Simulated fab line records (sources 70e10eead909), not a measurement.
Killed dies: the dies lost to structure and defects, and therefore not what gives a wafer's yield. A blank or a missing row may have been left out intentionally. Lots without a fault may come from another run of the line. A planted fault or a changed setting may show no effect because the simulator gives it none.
8D (eight disciplines) problem report, filled in by code :: flow nandHarc :: the parts of the form that need people (team, actions taken, sign-off) are left out

== 1. THE ISSUE ==
Wafers without a fault read 999 nm with a standard deviation of 11, while thkNm at NHARC_A_ONON_D2_THK_MEAS_21 averages 1449 nm across 2 wafers of 1 lot. That puts it +41 standard deviations away from the usual mean.
The step: measures by ellipsometry.
First seen on wafer L122.3, day 17 02:34, on filmMetro-01. Wafers with a number at this step in the record: 39, from 13 lots. Rule for "out" (also "out of limits"): further than 4 standard deviations from the usual mean. The other wafers with a number count as sound.

== 2. WHAT IT IS; WHAT IT IS NOT ==
question: which readings at this step
is: thkNm
is not: -

question: which lots
is: L122
is not: L112, L113, L114, L115, L116, L117, L118, L119, L120, L133, L134, L135

question: which wafers of those lots
is: L122.3, L122.6
is not: L122.2

question: read on which gauges
is: filmMetro-01
is not: filmMetro-02

question: when
is: from day 17 02:34
is not: up to then (28 sound wafers); but 9 sound wafers of L133, L134, L135 came after

== 3. WHAT RULES OUT EACH SUSPECT ==
Counting: a tool at a process step up to the reading stays a suspect if it ran every lot that is out. Sound lots after the first of them don't rule it out here, since some wafers of a struck lot are sound.
- the gauge at NHARC_A_ONON_D2_THK_MEAS_21 has been ruled out. All the wafers that are out were read on filmMetro-01, but those of them that NHARC_END_SORT_01 has rows for are out there too, on other tools.
- cmp-04 at NHARC_A_DECK1_JOINT_CMP_02 (polishes SiOx): kept. The lot that is out, L122, ran on it at day 16 14:31; the last sound lot it ran before that was L120, at day 15 03:46.
- pecvdOnon-03 at NHARC_A_ONON_D2_DEP_19 (target thk 1000 nm): kept. The lot that is out, L122, ran on it at day 17 02:07; the last sound lot it ran before that was L120, at day 15 14:47.
What counting leaves: cmp-04 at NHARC_A_DECK1_JOINT_CMP_02 and pecvdOnon-03 at NHARC_A_ONON_D2_DEP_19.

== 4. THE CAUSE (what the simulator had put in) ==
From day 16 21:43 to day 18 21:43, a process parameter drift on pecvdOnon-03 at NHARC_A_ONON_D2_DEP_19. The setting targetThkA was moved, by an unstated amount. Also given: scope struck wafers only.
Counting left 2 suspects, and this tool is among them.

== 5. SEQUENCE OF EFFECTS, ordered by route ==
One row per reading whose mean, taken over the struck wafers that have a number, lies over 3 standard deviations from the usual. Only readings whose record carries a usual standard deviation are examined. hours: median over the lots of the time between each lot's start at the first step of this table that gives one and its start at this step. sigmas: the change, counted in usual standard deviations.
hours: 0
step: NHARC_A_ONON_D2_THK_MEAS_21
reading: thkNm
usual: 999 nm
on struck wafers: 1449
change: +450
sigmas: +41

hours: 275
step: NHARC_END_SORT_01
reading: killedAtArray
usual: 62
on struck wafers: 670
change: +608
sigmas: +41

hours: 275
step: NHARC_END_SORT_01
reading: killedDies
usual: 66
on struck wafers: 677
change: +611
sigmas: +41

== 6. HOW IT WOULD HAVE BEEN CAUGHT EARLIER ==
The first out-of-limits reading at a measuring or inspecting step in this record came at day 17 02:34, 5 hours after the fault's start at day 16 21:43.
Of the tool readings at NHARC_A_ONON_D2_DEP_19 for which the record gives a usual standard deviation, none was out on any struck wafer, so an alarm limit of 4 standard deviations on them would not have fired.
The start of NHARC_A_ONON_D2_DEP_19 on pecvdOnon-03 came by day 17 02:34 for every one of the lots that are out (1). Tool hold at that time: it would have spared none of them.
